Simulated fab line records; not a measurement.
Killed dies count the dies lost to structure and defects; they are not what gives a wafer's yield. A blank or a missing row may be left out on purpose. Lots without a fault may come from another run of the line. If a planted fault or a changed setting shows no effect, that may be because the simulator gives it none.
Matching of chambers    flow n5 finfet    4 sister chambers for N5_BEOL_M1_ETCH_63 on rie diel-02
The step etches SiARC in CF4, target depth 15.6 nm, time 26 s. 18 wafers are shown with their chamber, then 9 later ones without.

== WAFERS PAIRED WITH THEIR CHAMBERS ==
wafer   chamber  showerhead plenum p Torr (Torr)  throttle valve pct (%)  drypump motor current A (A)
L075.1  1        2.27                             15.23                   5.7
L075.3  2        2.07                             15.83                   6.5
L075.6  3        2.28                             15.19                   5.8
L077.2  1        2.27                             15.23                   5.6
L077.3  0        2.25                             15.84                   5.1
L077.6  2        2.07                             15.83                   6.5
L078.2  0        2.24                             15.85                   5.1
L078.3  1        2.27                             15.24                   5.6
L078.5  2        2.07                             15.83                   6.5
L079.1  2        2.07                             15.82                   6.5
L079.4  0        2.24                             15.86                   5.1
L079.6  3        2.28                             15.21                   5.9
L080.2  3        2.28                             15.20                   5.9
L080.3  1        2.27                             15.25                   5.6
L080.6  2        2.07                             15.83                   6.5
L082.1  1        2.27                             15.25                   5.7
L082.2  3        2.28                             15.22                   5.9
L082.4  2        2.07                             15.84                   6.5

SIGNATURES (averages over the wafers above)
reading                   chamber 0  chamber 1  chamber 2  chamber 3  scatter within a chamber
showerhead plenum p Torr  2.2433     2.2700     2.0700     2.2800     0.00218
throttle valve pct        15.8500    15.2400    15.8300    15.2050    0.00964
drypump motor current A   5.100      5.640      6.500      5.875      0.0373
Rule: for a wafer and a chamber, the distance is found by dividing, reading by reading, the gap between the wafer's reading and the chamber's mean by the reading's scatter, squaring, summing and taking the root. The wafer belongs to the nearest chamber; if the next one is less than 2 further off, it can't be placed. The scatter: take each reading less its chamber's mean, square it, sum over the shown wafers, divide by the number of wafers less the number of chambers, and take the root.

== WAFERS WITHOUT THEIR CHAMBER ==
wafer   showerhead plenum p Torr (Torr)  throttle valve pct (%)  drypump motor current A (A)
L090.3  2.24                             15.89                   5.1
L090.4  2.27                             15.25                   5.9
L090.6  2.26                             15.27                   5.6
L094.1  2.26                             15.33                   5.6
L094.5  2.06                             15.90                   6.5
L094.6  2.23                             15.90                   5.1
L097.2  2.06                             15.91                   6.5
L097.3  2.26                             15.31                   5.6
L097.6  2.26                             15.29                   5.6

== EACH ONE'S CHAMBER ==
wafer   from the rows above      in truth
L090.3  0                        0
L090.4  can't be placed: 3 or 1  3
L090.6  1                        1
L094.1  1                        1
L094.5  2                        2
L094.6  0                        0
L097.2  2                        2
L097.3  1                        1
L097.6  1                        1
Correctly placed: 8 of 9. From these rows, 1 cannot be placed; in 1 the true chamber is one of the candidates. Number placed wrongly: 0.
